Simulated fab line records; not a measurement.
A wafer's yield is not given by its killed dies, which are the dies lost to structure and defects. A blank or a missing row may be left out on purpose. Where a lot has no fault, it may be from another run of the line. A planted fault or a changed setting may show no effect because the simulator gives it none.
One fault seen from 2 desks ; flow n5-finfet ; each desk holds nothing but its own numbers, with what lay behind them at the end

## THE TOOL OWNER'S DESK: rie-diel-04
The tool's own readings at N5_BEOL_M3_ETCH_70 (etches SOC in N2/H2, target depth 80 nm, overetch 16 nm, time 120 s): means of the sampled wafers that have a number, for each lot that ran on this tool. Marked OUT: a lot whose mean sits more than 4 standard deviations from the usual mean, which makes it out of limits; the brackets give that distance. Readings shown: 7 out of 9 (the first out of limits, and those lying furthest out on some lot).
Columns: A = chamber-pressure-mTorr at N5_BEOL_M3_ETCH_70, usual 29.999 mTorr; B = h2-flow-sccm at N5_BEOL_M3_ETCH_70, usual 200.0 sccm; C = oes-product-au at N5_BEOL_M3_ETCH_70, usual 0.61 a.u.; D = rf-fwd-power-W at N5_BEOL_M3_ETCH_70, usual 835.5 W; E = rf-vpp-V at N5_BEOL_M3_ETCH_70, usual 524.1 V; F = showerhead-plenum-p-Torr at N5_BEOL_M3_ETCH_70, usual 2.55 Torr; G = throttle-valve-pct at N5_BEOL_M3_ETCH_70, usual 17.71 %
lot;first seen here;A;B;C;D;E;F;G
L774;day 12 07:14;29.982;200.5;0.58;835.2;525.4;2.58;17.90
L769;day 12 10:19;29.987;200.0;0.55;834.1;524.6;2.56;17.91
L770;day 13 09:04;30.006;199.8;0.57;836.2;525.3;2.62;17.92
L771;day 13 20:14;29.971;199.4;0.54;835.1;523.8;2.55;18.06
L779;day 14 20:52;29.980;200.1;0.56;634.2 (-69) OUT;574.6 (+25) OUT;2.60;18.09
L781;day 15 02:01;29.980;199.9;0.53;629.9 (-71) OUT;573.5 (+25) OUT;2.58;17.92
This desk's finding: out of limits on L779, L781; first on L779, day 14 20:52 (rf-fwd-power-W at N5_BEOL_M3_ETCH_70). Within limits: L774, L769, L770, L771.

## FROM THE METROLOGY DESK
Lot by lot, what the gauges showed, no matter which tool ran the lot: averages of those sampled wafers that carry a number. Marked OUT: a lot whose mean sits more than 4 standard deviations from the usual mean, which makes it out of limits; the brackets give that distance. Only the readings that lie furthest out on some lot appear, 7 of the 11 it has.
Columns: A = M3_OVL at N5_BEOL_M3_OVL_MEAS_12, usual -0.2 nm; B = DIBL_P at N5_BEOL_M4_RC_MEAS_101, usual 35.6 mV/V; C = IOFF_N at N5_BEOL_M4_RC_MEAS_101, usual 0.15 nA/um; D = ION_N at N5_BEOL_M4_RC_MEAS_101, usual 668 uA/um; E = SS_N at N5_BEOL_M4_RC_MEAS_101, usual 71.4 mV/dec; F = SS_P at N5_BEOL_M4_RC_MEAS_101, usual 73.1 mV/dec; G = VT_N at N5_BEOL_M4_RC_MEAS_101, usual 250 mV
lot;first seen here;A;B;C;D;E;F;G
L774;day 11 22:37;-0.6;33.9;0.12;653;70.7;72.8;253
L769;day 11 23:31;0.1;34.7;0.15;670;71.5;73.0;249
L770;day 12 08:53;0.5;34.2;0.16;663;72.2;73.6;249
L771;day 13 00:41;-0.6;34.2;0.12;648;70.5;72.0;256
L779;day 14 01:41;1.1;35.3;0.16;664;71.4;73.5;251
L781;day 14 17:25;-0.6;38.1;0.19;678;72.0;74.1;246
L785;day 15 05:30;0.4;36.8;0.16;664;71.3;73.3;250
L786;day 15 12:35;-1.2;34.0;0.13;664;71.4;72.5;251
Finding of this desk: none of the 8 lots has anything out of limits.

## TAKEN TOGETHER
The tool owner's desk could have raised an alarm at day 14 20:52, on L779, L781.
Metrology desk: nothing out of limits seen.
The metrology desk has L779, L781 on record, within its limits.
N5_BEOL_M3_ETCH_70 was run on rie-diel-04 by each of the lots named.

## WHAT THE SIMULATOR HAD PUT IN
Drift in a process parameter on rie-diel-04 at N5_BEOL_M3_ETCH_70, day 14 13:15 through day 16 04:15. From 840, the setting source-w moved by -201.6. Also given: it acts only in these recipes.
Lots struck among those shown: L779, L781.
Delay in hours, fault start to first out-of-limits reading, by desk: the tool owner's desk at 8.
